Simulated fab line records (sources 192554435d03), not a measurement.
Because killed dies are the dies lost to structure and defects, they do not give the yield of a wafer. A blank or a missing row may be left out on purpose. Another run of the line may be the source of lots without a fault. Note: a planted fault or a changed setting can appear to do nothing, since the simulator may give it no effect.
fab line records	flow n5-finfet
record lots=7	wafers=39
route steps=1938 shown FIN_SAQP@102 SD_EPI_P@321 SD_ACTIVATION@330 GATE_CUT@501 MOL_CONTACT_COAG@615
start-h: hours from the record's opening day to when the first of the lot's shown wafers began	wait-h: time in hours since the lot's previous step	" identical to the entry in the row above	L1.1+2: a row that stands for several wafers	- either no value or no given start	* or withheld: withheld	< > ~ a bound
route shown NAME@n: a module of which the file shows steps, and the number in the route of the first	usual: mean/standard deviation of fault-free wafers	same: alike in all rows	chamber/n: place in a boat	sites: each site's reading	_std_site: standard deviation across them	_edge_site: the outer-site mean with the inner-site mean subtracted	radius-mm: for every site, how far away it sits from the centre of the wafer	mask NAME#n: copy n	behind: the most recent tool/chamber to have shaped the wafer	hold: the reason the lot was held/the length of the hold in hours/how it ended	device: whichever transistor did not switch (one of n, p or np)	end of line: the route-end tests of the same wafers	for a step that has no rows: nothing shown but its recipe	killed: the dies lost at the first sort to structure and to defects; this is not the yield of the wafer	map: a wafer's dies, marking killed ones x, the rest . and places with no die _
set.NAME: the run value of the setting; set.NAME@STEP: its run value at that earlier step	model.NAME: the simulator's own value behind a step, which no gauge read
lots with deliberately changed settings; one table per step, one row per wafer
## steps
# step N5_FIN_SAQP_HM_DEP_72
# recipe material=SiO2	target-thk-a=120	temp-c=400	precursor=SiH4/N2O	pressure-torr=0.75	rf-w=275	time-s=7.2
lot.wafer	tool	chamber	start-h	wait-h	set.time-s	model.SiO2_of_FIN_SAQP_HM_DEP_72.thk-nm
L074.1	pecvd-03	1	21.42	0.0	7.2	11.93
L074.2	"	2	"	"	7.2	11.76
L074.3	"	0	"	"	6.383	10.61
L074.4	"	1	"	"	7.2	12.13
L074.5	"	0	"	"	6.383	10.73
L074.6	"	2	"	"	6.383	10.54
L079.1	pecvd-04	0	51.66	0.0	8.288	13.61
L079.2	"	1	"	"	7.2	11.68
L079.3	"	2	"	"	8.288	13.3
L079.4	"	2	"	"	7.2	12
L079.5	"	1	"	"	8.288	13.83
L079.6	"	0	"	"	7.2	11.82
L080.1	pecvd-04	2	60.29	0.1	7.2	11.93
L080.2	"	1	"	"	6.258	10.43
L080.3	"	0	"	"	7.2	12.01
L080.4+6	"	0,1	"	"	6.258	10.6
L080.5	"	2	"	"	7.2	12.06
L082.1	pecvd-02	2	71.53	0.0	7.2	12.18
L082.2	"	1	"	"	7.678	12.77
L082.3	"	2	"	"	7.678	13.3
L082.4	"	1	"	"	7.2	12.15
L082.5	"	1	"	"	7.678	12.79
L082.6	"	2	"	"	7.2	12.27
L087.1	pecvd-02	0	101.45	0.0	7.2	11.87
L087.2	"	1	"	"	7.2	11.94
L087.3	"	2	"	"	7.2	12.31
L093.1	pecvd-03	2	135.52	0.0	7.2	11.88
L093.2	"	0	"	"	7.2	11.98
L093.3	"	1	"	"	7.2	11.66
L093.4	"	2	"	"	7.2	12.03
L093.5	"	1	"	"	7.2	12.07
L093.6	"	0	"	"	7.2	11.73
L096.1	pecvd-04	2	153.37	0.0	7.2	11.83
L096.2	"	0	"	"	8.054	13.45
L096.3	"	1	"	"	8.054	13.28
L096.4	"	2	"	"	7.2	12.2
L096.5	"	0	"	"	7.2	12.17
L096.6	"	1	"	"	8.054	13.48
# step N5_FIN_SAQP_COAT_49
# recipe resist=SOC	temp-c=250	time-s=60	spin-rpm=1500	resist-thk-nm=100
# step N5_FIN_SAQP_COAT_50
# recipe resist=SiARC	temp-c=220	time-s=60	spin-rpm=1500	resist-thk-nm=35
# step N5_FIN_SAQP_ETCH_52
# recipe chemistry=N2/H2	target=SOC	target-depth-a=1000	overetch-a=200	mask-material=SiARC	temp-c=40	time-s=150	ion-energy-ev=200	pressure-mtorr=30	source-w=840	bias-w=150	n2-flow-sccm=200	h2-flow-sccm=200	ends=end-point
# step N5_FIN_SAQP_STRIP_53
# recipe chemistry=N2/H2	temp-c=40	n2-flow-sccm=200	h2-flow-sccm=200	rf-frequency-hz=6e+07
# step N5_FIN_SAQP_HM_OPEN_73
# recipe chemistry=CHF3/O2	target=SiO2	stop-on=a-Si	target-depth-a=120	over-etch-frac=1.8	mask-material=SOC	time-s=16.8	pressure-mtorr=30	source-w=650	bias-w=170	Ar_flow_sccm=200	CHF3_flow_sccm=50	O2_flow_sccm=5	ion-energy-ev=200	ends=end-point
lot.wafer	tool	chamber	start-h	wait-h	set.time-s@FIN_SAQP_HM_DEP_72	model.etch.depth-nm
L074.1	rie-diel-01	0	22.04	0.0	7.2	11.93
L074.2	"	1	"	"	7.2	11.76
L074.3	"	2	"	"	6.383	10.61
L074.4	"	3	"	"	7.2	12.13
L074.5	"	3	"	"	6.383	10.73
L074.6	"	2	"	"	6.383	10.54
L079.1	rie-diel-05	3	52.41	0.0	8.288	13.61
L079.2	"	1	"	"	7.2	11.68
L079.3	"	0	"	"	8.288	13.3
L079.4	"	2	"	"	7.2	12
L079.5	"	0	"	"	8.288	13.83
L079.6	"	3	"	"	7.2	11.82
L080.1	rie-diel-06	0	61.11	0.0	7.2	11.93
L080.2	"	3	"	"	6.258	10.43
L080.3	"	2	"	"	7.2	12.01
L080.4+6	"	1,3	"	"	6.258	10.6
L080.5	"	0	"	"	7.2	12.06
L082.1	rie-diel-06	2	72.29	0.0	7.2	12.18
L082.2	"	1	"	"	7.678	12.77
L082.3	"	3	"	"	7.678	13.3
L082.4	"	0	"	"	7.2	12.15
L082.5	"	0	"	"	7.678	12.79
L082.6	"	3	"	"	7.2	12.27
L087.1	rie-diel-06	3	102.07	0.0	7.2	11.87
L087.2	"	2	"	"	7.2	11.94
L087.3	"	1	"	"	7.2	12.31
L093.1	rie-diel-05	2	136.30	0.0	7.2	11.88
L093.2	"	0	"	"	7.2	11.98
L093.3	"	1	"	"	7.2	11.66
L093.4	"	3	"	"	7.2	12.03
L093.5	"	1	"	"	7.2	12.07
L093.6	"	2	"	"	7.2	11.73
L096.1	rie-diel-01	2	154.47	0.0	7.2	11.83
L096.2	"	0	"	"	8.054	13.45
L096.3	"	2	"	"	8.054	13.28
L096.4	"	0	"	"	7.2	12.2
L096.5	"	0	"	"	7.2	12.17
L096.6	"	2	"	"	8.054	13.48
# step N5_FIN_SAQP_SPACER1_ALD_24
# recipe material=SiO2	target-thk-a=203	temp-c=300	ald-precursor-family=BDEAS	ald-co-reactant=O2-plasma	pulse-time-s=1	purge-time-s=2	co-reactant-purge-time-s=2	ald-cycles=218	pressure-torr=2
lot.wafer	tool	chamber	start-h	wait-h	set.ald-cycles	model.SiO2_of_FIN_SAQP_SPACER1_ALD_24.thk-nm
L074.1+3	ald-sin-01	2,3	23.49	0.3	236	22
L074.2+5	"	0,1	"	"	218	20.2
L074.4	"	1	"	"	236	21.8
L074.6	"	2	"	"	218	20.4
L079.1	ald-sin-04	0	53.30	0.3	229	21.6
L079.2+5	"	1	"	"	218	20.4
L079.3	"	2	"	"	229	21.8
L079.4	"	3	"	"	229	21.4
L079.6	"	2	"	"	218	20.6
L080.1	ald-sin-02	1	62.04	0.3	218	20.4
L080.2+4	"	3,2	"	"	218	20.2
L080.3	"	0	"	"	242	22.6
L080.5+6	"	3,0	"	"	242	22.4
L082.1+6	ald-sin-04	1,2	73.23	0.3	251	23.6
L082.2+4	"	2,3	"	"	218	20.4
L082.3	"	0	"	"	218	20.2
L082.5	"	1	"	"	251	23.4
L087.1	ald-sin-02	3	103.04	0.3	218	20.2
L087.2+3	"	1,0	"	"	218	20.4
L093.1+2+3+4+5	ald-sin-02	1,0,2,3,0	137.81	0.9	218	20.2
L093.6	"	3	"	"	218	20.4
L096.1+3+4+5+6	ald-sin-04	2,1,0,0,1	155.44	0.3	218	20.4
L096.2	"	3	"	"	218	20.2
# step N5_FIN_SAQP_SPACER1_ETCHBACK_25
# recipe chemistry=CHF3/O2	mode=anisotropic-etchback	target=SiO2	target-depth-a=244	time-s=12.2	pressure-mtorr=30	source-w=650	bias-w=170	Ar_flow_sccm=200	CHF3_flow_sccm=50	O2_flow_sccm=5	ion-energy-ev=200
# step N5_FIN_SAQP_MANDREL1_REMOVE_56
# recipe chemistry=HBr/Cl2/O2	bt-time-s=10	target=a-Si	stop-on=SiNx	endpoint=OES-SiCl	over-etch-frac=1	icp-w=600	bias-w=22	HBr_flow_sccm=150	Cl2_flow_sccm=80	O2_flow_sccm=5	pressure-mtorr=10
lot.wafer	tool	chamber	start-h	wait-h	set.ald-cycles@FIN_SAQP_SPACER1_ALD_24	model.FIN_SAQP.cd-nm
L074.1	rie-si-03	3	24.32	0.1	236	22
L074.2+5	"	0,1	"	"	218	20.4
L074.3	"	1	"	"	236	22.2
L074.4	"	2	"	"	236	21.8
L074.6	"	2	"	"	218	20.2
L079.1+3	rie-si-02	1,3	54.11	0.1	229	21.6
L079.2+6	"	2,3	"	"	218	20.4
L079.4	"	0	"	"	229	21.4
L079.5	"	0	"	"	218	20.2
L080.1	rie-si-02	1	62.85	0.1	218	20.4
L080.2+4	"	0,2	"	"	218	20.2
L080.3+6	"	3,1	"	"	242	22.6
L080.5	"	0	"	"	242	22.4
L082.1+5+6	rie-si-03	3,3,2	74.04	0.1	251	23.4
L082.2	"	0	"	"	218	20.4
L082.3+4	"	2,1	"	"	218	20.2
L087.1	rie-si-02	2	103.87	0.1	218	20.2
L087.2+3	"	3,1	"	"	218	20.4
L093.1+4+6	rie-si-05	1,2,0	138.62	0.1	218	20.4
L093.2+3+5	"	3,0,3	"	"	218	20.2
L096.1+3+4+5+6	rie-si-02	2,3,0,0,1	156.24	0.1	218	20.4
L096.2	"	1	"	"	218	20.2
# step N5_FIN_SAQP_CD_MEAS_27
# recipe target-cd-nm=20	landing-energy-ev=1000	detector=se-inlens	polarity=line
# usual cd-nm=20.30/0.23
lot.wafer	tool	chamber	start-h	wait-h	set.ald-cycles@FIN_SAQP_SPACER1_ALD_24	cd-nm
L074.1	cd-sem-03	0	24.43	0.1	236	21.87
L074.2	"	0	"	"	218	20.35
L074.3	"	0	"	"	236	22.69
L074.4	"	0	"	"	236	21.81
L074.5	"	0	"	"	218	20.31
L074.6	"	0	"	"	218	20.28
L079.1	cd-sem-02	0	54.22	0.1	229	21.67
L079.2	"	0	"	"	218	19.95
L079.3	"	0	"	"	229	21.78
L079.4	"	0	"	"	229	21.39
L079.5	"	0	"	"	218	20.24
L079.6	"	0	"	"	218	20.47
L080.1	cd-sem-01	0	62.96	0.1	218	20.53
L080.2	"	0	"	"	218	19.98
L080.3	"	0	"	"	242	22.73
L080.4	"	0	"	"	218	20.37
L080.5	"	0	"	"	242	22.50
L080.6	"	0	"	"	242	22.43
L082.1	cd-sem-01	0	74.14	0.1	251	23.42
L082.2	"	0	"	"	218	20.38
L082.3	"	0	"	"	218	20.24
L082.4	"	0	"	"	218	20.23
L082.5	"	0	"	"	251	23.61
L082.6	"	0	"	"	251	23.50
L087.1	cd-sem-03	0	103.98	0.1	218	20.08
L087.2	"	0	"	"	218	20.31
L087.3	"	0	"	"	218	20.46
L093.1	cd-sem-02	0	138.73	0.1	218	20.28
L093.2	"	0	"	"	218	20.20
L093.3	"	0	"	"	218	20.54
L093.4	"	0	"	"	218	20.47
L093.5	"	0	"	"	218	20.53
L093.6	"	0	"	"	218	20.27
L096.1	cd-sem-02	0	156.35	0.1	218	20.33
L096.2	"	0	"	"	218	20.55
L096.3	"	0	"	"	218	20.36
L096.4	"	0	"	"	218	19.79
L096.5	"	0	"	"	218	20.31
L096.6	"	0	"	"	218	20.49
# step N5_SD_EPI_P_EPI_21
# recipe material=SiGe:B	dopant=B	temp-c=550	pressure-torr=20	ambient=H2	time-s=355
lot.wafer	tool	chamber	start-h	wait-h	set.time-s	model.SiGe-B_of_SD_EPI_P_EPI_21.thk-nm
L074.1	epi-rpcvd-02	0	55.87	0.1	336.5	58.4
L074.2	"	0	"	"	355	62.2
L074.3	"	0	"	"	355	61.2
L074.4	"	0	"	"	336.5	59.2
L074.5	"	0	"	"	355	61.8
L074.6	"	0	"	"	336.5	58.6
L079.1+2	epi-rpcvd-02	0	84.25	0.1	355	60.4
L079.3+5	"	0	"	"	304	54.6
L079.4	"	0	"	"	355	60.2
L079.6	"	0	"	"	304	55
L080.1	epi-rpcvd-02	0	94.50	0.2	355	61.8
L080.2	"	0	"	"	298.2	55.4
L080.3	"	0	"	"	298.2	54.8
L080.4	"	0	"	"	298.2	55.6
L080.5	"	0	"	"	355	62.2
L080.6	"	0	"	"	355	61.2
L082.1	epi-rpcvd-01	0	107.58	0.1	355	60.4
L082.2	"	0	"	"	355	60.6
L082.3	"	0	"	"	355	60.2
L082.4+5	"	0	"	"	334.3	59
L082.6	"	0	"	"	334.3	57.8
L087.1	epi-rpcvd-02	0	134.69	0.1	355	61.4
L087.2	"	0	"	"	355	61
L087.3	"	0	"	"	355	62.2
L093.1+4	epi-rpcvd-03	0	169.39	0.1	355	61.6
L093.2+3	"	0	"	"	329.8	58.8
L093.5	"	0	170.83	1.5	329.8	58.6
L093.6	"	0	"	"	355	61
L096.1	epi-rpcvd-02	0	188.20	0.1	355	61.8
L096.2	"	0	"	"	355	61.2
L096.3	"	0	"	"	323.5	57
L096.4	"	0	"	"	323.5	57.4
L096.5	"	0	"	"	323.5	57.2
L096.6	"	0	"	"	355	60.8
# step N5_SD_EPI_P_EPI_MEAS_23
# recipe mode=xrd
# usual thk-nm=60.9/1.3
lot.wafer	tool	chamber	start-h	wait-h	set.time-s@SD_EPI_P_EPI_21	thk-nm
L074.1	film-metro-02	-	58.06	1.8	336.5	58.3
L074.2	"	-	"	"	355	63.3
L074.3	"	-	"	"	355	61.2
L074.4	"	-	"	"	336.5	59.2
L074.5	"	-	"	"	355	62.8
L074.6	"	-	"	"	336.5	58.2
L079.1	film-metro-02	-	86.47	1.9	355	59.6
L079.2	"	-	"	"	355	59.3
L079.3	"	-	"	"	304	54.6
L079.4	"	-	"	"	355	59.6
L079.5	"	-	"	"	304	53.9
L079.6	"	-	"	"	304	53.8
L080.1	film-metro-01	-	97.42	2.4	355	62.4
L080.2	"	-	"	"	298.2	53.1
L080.3	"	-	"	"	298.2	56.6
L080.4	"	-	"	"	298.2	55.9
L080.5	"	-	"	"	355	61.6
L080.6	"	-	"	"	355	60.7
L082.1	film-metro-02	-	109.78	1.8	355	58.6
L082.2	"	-	"	"	355	59.3
L082.3	"	-	"	"	355	60.4
L082.4	"	-	"	"	334.3	56.4
L082.5	"	-	"	"	334.3	58.8
L082.6	"	-	"	"	334.3	56.9
L087.1	film-metro-02	-	136.88	1.8	355	61.5
L087.2	"	-	"	"	355	60.0
L087.3	"	-	"	"	355	61.2
L093.1	film-metro-02	-	171.59	1.8	355	59.6
L093.2	"	-	"	"	329.8	60.0
L093.3	"	-	"	"	329.8	57.3
L093.4	"	-	"	"	355	61.7
L093.5	"	-	"	"	329.8	60.1
L093.6	"	-	"	"	355	60.6
L096.1	film-metro-02	-	190.40	1.8	355	62.3
L096.2	"	-	"	"	355	62.6
L096.3	"	-	"	"	323.5	58.5
L096.4	"	-	"	"	323.5	58.6
L096.5	"	-	"	"	323.5	56.4
L096.6	"	-	"	"	355	62.0
# step N5_SD_EPI_P_HM_STRIP_48
# recipe chemistry=H3PO4	temp-c=160	material=SiNx	target=SiNx	target-depth-a=30	overetch-fraction=0.3
lot.wafer	tool	chamber	start-h	wait-h	set.time-s@SD_EPI_P_EPI_21	model.SiGe-B_of_SD_EPI_P_EPI_21.thk-nm
L074.1	wet-bench-06	0	58.10	0.0	336.5	58.2
L074.2	"	5	"	"	355	61.8
L074.3	"	1	"	"	355	61
L074.4	"	4	"	"	336.5	59
L074.5	"	3	"	"	355	61.4
L074.6	"	2	"	"	336.5	58.4
L079.1+2	wet-bench-06	2,6	86.50	0.0	355	60.2
L079.3+5	"	4,5	"	"	304	54.4
L079.4	"	3	"	"	355	60
L079.6	"	1	"	"	304	54.6
L080.1	wet-bench-01	3	97.46	0.0	355	61.4
L080.2	"	4	"	"	298.2	55.2
L080.3	"	6	"	"	298.2	54.6
L080.4	"	5	"	"	298.2	55.4
L080.5	"	7	"	"	355	61.8
L080.6	"	0	"	"	355	61
L082.1+2	wet-bench-01	0,1	109.82	0.0	355	60.2
L082.3	"	7	"	"	355	59.8
L082.4+5	"	5,2	"	"	334.3	58.8
L082.6	"	6	"	"	334.3	57.6
L087.1	wet-bench-01	6	136.92	0.0	355	61.2
L087.2	"	0	"	"	355	60.6
L087.3	"	2	"	"	355	61.8
L093.1	wet-bench-01	4	171.63	0.0	355	61.2
L093.2	"	2	"	"	329.8	58.4
L093.3	"	0	"	"	329.8	58.6
L093.4	"	7	"	"	355	61.4
L093.5	"	1	"	"	329.8	58.2
L093.6	"	3	"	"	355	60.8
L096.1	wet-bench-06	2	190.43	0.0	355	61.4
L096.2	"	1	"	"	355	61
L096.3	"	7	"	"	323.5	56.6
L096.4	"	6	"	"	323.5	57.2
L096.5	"	0	"	"	323.5	57
L096.6	"	5	"	"	355	60.6
# step N5_SD_EPI_P_SRD_49
# recipe dry=ipa-marangoni	time-s=30	temp-c=23	rinse-liquid=diw
# step N5_SD_EPI_P_PRECLEAN_24
# recipe chemistry=O3/DIW	time-s=45	temp-c=22	o3-ppm=10
# step N5_SD_ACTIVATION_RTA_00
# recipe temp-c=975	time-s=0	ambient=N2	idle-temp-c=600	ramp-up-c-per-s=150	ramp-down-c-per-s=60	cool-to-c=600
# step N5_SD_ACTIVATION_LSA_01
# recipe temp-c=1080	time-s=0.0008	ambient=N2
# step N5_SD_ACTIVATION_RS_MEAS_03
# recipe thk-meas-gauge=four-point-probe
# usual RS_SD_N=21.93/0.3	RS_SD_P=56.2/1
lot.wafer	tool	chamber	start-h	wait-h	set.time-s@SD_EPI_P_EPI_21	RS_SD_N[ohm/sq]	RS_SD_P[ohm/sq]
L074.1	film-metro-02	-	58.67	0.2	336.5	22.08	59.3
L074.2	"	-	"	"	355	22.08	56.1
L074.3	"	-	"	"	355	21.96	56.6
L074.4	"	-	"	"	336.5	21.96	58.8
L074.5	"	-	"	"	355	22.00	56.3
L074.6	"	-	"	"	336.5	22.14	59.7
L079.1	film-metro-02	-	87.09	0.2	355	22.26	57.0
L079.2	"	-	"	"	355	22.22	56.0
L079.3	"	-	"	"	304	22.17	62.8
L079.4	"	-	"	"	355	22.04	56.7
L079.5	"	-	"	"	304	22.07	62.3
L079.6	"	-	"	"	304	21.83	62.7
L080.1	film-metro-01	-	98.28	0.2	355	22.62	56.2
L080.2	"	-	"	"	298.2	21.86	62.2
L080.3	"	-	"	"	298.2	21.97	62.7
L080.4	"	-	"	"	298.2	22.23	61.4
L080.5	"	-	"	"	355	22.33	55.1
L080.6	"	-	"	"	355	22.46	56.0
L082.1	film-metro-02	-	110.39	0.2	355	21.61	56.6
L082.2	"	-	"	"	355	21.66	56.3
L082.3	"	-	"	"	355	21.68	57.2
L082.4	"	-	"	"	334.3	21.94	58.2
L082.5	"	-	"	"	334.3	21.45	58.4
L082.6	"	-	"	"	334.3	21.22	59.1
L087.1	film-metro-01	-	137.50	0.2	355	22.02	54.8
L087.2	"	-	"	"	355	21.97	56.0
L087.3	"	-	"	"	355	22.23	54.9
L093.1	film-metro-02	-	172.19	0.2	355	21.91	55.3
L093.2	"	-	"	"	329.8	21.86	58.1
L093.3	"	-	"	"	329.8	21.60	58.0
L093.4	"	-	"	"	355	21.99	55.4
L093.5	"	-	"	"	329.8	21.84	58.6
L093.6	"	-	"	"	355	21.57	55.9
L096.1	film-metro-02	-	191.01	0.2	355	21.65	55.7
L096.2	"	-	"	"	355	21.43	55.5
L096.3	"	-	"	"	323.5	21.50	60.1
L096.4	"	-	"	"	323.5	21.54	59.9
L096.5	"	-	"	"	323.5	21.87	59.8
L096.6	"	-	"	"	355	21.64	56.9
# step N5_GATE_CUT_CUT_ETCH_54
# recipe chemistry=Cl2/BCl3	target=TiN	mask-material=SiO2	target-depth-a=967	pressure-mtorr=10	icp-w=1000	bias-w=126	Cl2_flow_sccm=53.25	bcl3-flow-sccm=21.75	Ar_flow_sccm=25	ends=cleared
# usual etch-rf-on-time-s=36.3/0.65
lot.wafer	tool	chamber	start-h	wait-h	set.icp-w	etch-rf-on-time-s
L074.1	rie-metal-02	0	84.59	0.0	900.2	40.5
L074.2	"	1	"	"	1000	36.6
L074.3	"	1	"	"	900.2	40.2
L074.4	"	0	"	"	1000	37.0
L074.5	"	1	"	"	900.2	39.8
L074.6	"	0	"	"	1000	36.8
L079.1	rie-metal-01	1	113.91	0.0	922.9	39.6
L079.2	"	0	"	"	1000	35.0
L079.3	"	0	"	"	1000	35.3
L079.4	"	1	"	"	922.9	40.0
L079.5	"	1	"	"	1000	36.9
L079.6	"	0	"	"	922.9	37.7
L080.1	rie-metal-02	0	125.07	0.0	1000	36.8
L080.2	"	1	"	"	1000	35.9
L080.3	"	1	"	"	1179	31.1
L080.4	"	0	"	"	1179	32.2
L080.5	"	1	"	"	1179	31.0
L080.6	"	0	"	"	1000	36.7
L082.1	rie-metal-03	1	136.19	0.0	1000	36.5
L082.2	"	0	"	"	1000	35.6
L082.3	"	1	"	"	910.3	39.5
L082.4	"	0	"	"	1000	35.5
L082.5	"	0	"	"	910.3	38.6
L082.6	"	1	"	"	910.3	39.8
L087.1	rie-metal-01	1	162.91	0.0	1000	37.0
L087.2	"	0	"	"	1000	35.5
L087.3	"	0	"	"	1000	35.5
L093.1	rie-metal-02	1	200.19	0.1	1000	36.4
L093.2	"	1	"	"	1000	36.5
L093.3	"	1	"	"	1000	36.3
L093.4	"	1	"	"	839.4	42.7
L093.5	"	1	"	"	839.4	42.3
L093.6	"	1	"	"	839.4	42.1
L096.1	rie-metal-03	1	216.48	0.0	936.8	38.3
L096.2	"	0	"	"	1000	35.7
L096.3	"	0	"	"	1000	35.8
L096.4	"	1	"	"	1000	36.3
L096.5	"	1	"	"	936.8	38.1
L096.6	"	0	"	"	936.8	38.0
# step N5_MOL_CONTACT_COAG_VIA_ETCH_117
# recipe chemistry=C4F6/O2	target-depth-a=400	overetch-a=80	mask-material=SOC	target=SiO2	bias-w=455	pressure-mtorr=10	time-s=26	source-w=325	Ar_flow_sccm=300	C4F6_flow_sccm=10	O2_flow_sccm=10	ion-energy-ev=575.3	ends=end-point
# usual rf-vpp-V=1607/23
lot.wafer	tool	chamber	start-h	wait-h	set.bias-w	rf-vpp-V
L074.1	rie-diel-06	2	100.82	0.0	455	1611
L074.2	"	0	"	"	455	1611
L074.3	"	3	"	"	485.2	1663
L074.4	"	1	"	"	455	1578
L074.5	"	1	"	"	485.2	1655
L074.6	"	0	"	"	485.2	1689
L079.1	rie-diel-06	0	133.77	0.0	479.2	1672
L079.2	"	1	"	"	455	1577
L079.3	"	3	"	"	455	1585
L079.4	"	2	"	"	455	1610
L079.5	"	0	"	"	479.2	1674
L079.6	"	1	"	"	479.2	1640
L080.1	rie-diel-05	0	142.51	0.0	532.3	1787
L080.2	"	2	"	"	455	1631
L080.3	"	3	"	"	455	1586
L080.4	"	1	"	"	532.3	1848
L080.5	"	1	"	"	455	1647
L080.6	"	0	"	"	532.3	1786
L082.1	rie-diel-01	2	152.75	0.0	455	1580
L082.2	"	0	"	"	455	1627
L082.3	"	2	"	"	455	1579
L082.4	"	0	"	"	455	1629
L082.5	"	2	"	"	455	1578
L082.6	"	0	"	"	455	1629
L087.1	rie-diel-06	3	182.73	0.0	455	1583
L087.2	"	1	"	"	455	1577
L087.3	"	2	"	"	455	1609
L093.1	rie-diel-05	2	216.46	0.0	455	1630
L093.2	"	1	"	"	479.7	1711
L093.3	"	3	"	"	455	1588
L093.4	"	3	"	"	479.7	1651
L093.5	"	1	"	"	455	1645
L093.6	"	2	"	"	479.7	1695
L096.1	rie-diel-06	3	233.06	0.0	455	1583
L096.2	"	2	"	"	455	1610
L096.3	"	0	"	"	483.7	1684
L096.4	"	1	"	"	455	1576
L096.5	"	3	"	"	483.7	1657
L096.6	"	2	"	"	483.7	1685
## key
split step=N5_FIN_SAQP_HM_DEP_72	setting=time-s	stated=7.2	by=wafer
response step=N5_FIN_SAQP_HM_DEP_72	reading=model.SiO2_of_FIN_SAQP_HM_DEP_72.thk-nm	change=+0.114	per=1%	r=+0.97
response step=N5_FIN_SAQP_HM_OPEN_73	reading=model.etch.depth-nm	change=+0.114	per=1%	r=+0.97
split step=N5_FIN_SAQP_SPACER1_ALD_24	setting=ald-cycles	stated=218	by=wafer
response step=N5_FIN_SAQP_SPACER1_ALD_24	reading=model.SiO2_of_FIN_SAQP_SPACER1_ALD_24.thk-nm	change=+0.208	per=1%	r=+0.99
response step=N5_FIN_SAQP_MANDREL1_REMOVE_56	reading=model.FIN_SAQP.cd-nm	change=+0.208	per=1%	r=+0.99
response step=N5_FIN_SAQP_CD_MEAS_27	reading=cd-nm	change=+0.216	per=1%	r=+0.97
split step=N5_SD_EPI_P_EPI_21	setting=time-s	stated=355	by=wafer
response step=N5_SD_EPI_P_EPI_21	reading=model.SiGe-B_of_SD_EPI_P_EPI_21.thk-nm	change=+0.406	per=1%	r=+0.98
response step=N5_SD_EPI_P_EPI_MEAS_23	reading=thk-nm	change=*	per=1%	r=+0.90
response step=N5_SD_EPI_P_HM_STRIP_48	reading=model.SiGe-B_of_SD_EPI_P_EPI_21.thk-nm	change=+0.403	per=1%	r=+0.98
response step=N5_SD_ACTIVATION_RS_MEAS_03	reading=RS_SD_P	change=-0.412	per=1%	r=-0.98
split step=N5_GATE_CUT_CUT_ETCH_54	setting=icp-w	stated=1000	by=wafer
response step=N5_GATE_CUT_CUT_ETCH_54	reading=etch-rf-on-time-s	change=*	per=1%	r=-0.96
split step=N5_MOL_CONTACT_COAG_VIA_ETCH_117	setting=bias-w	stated=455	by=wafer
response step=N5_MOL_CONTACT_COAG_VIA_ETCH_117	reading=rf-vpp-V	change=+11.3	per=1%	r=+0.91
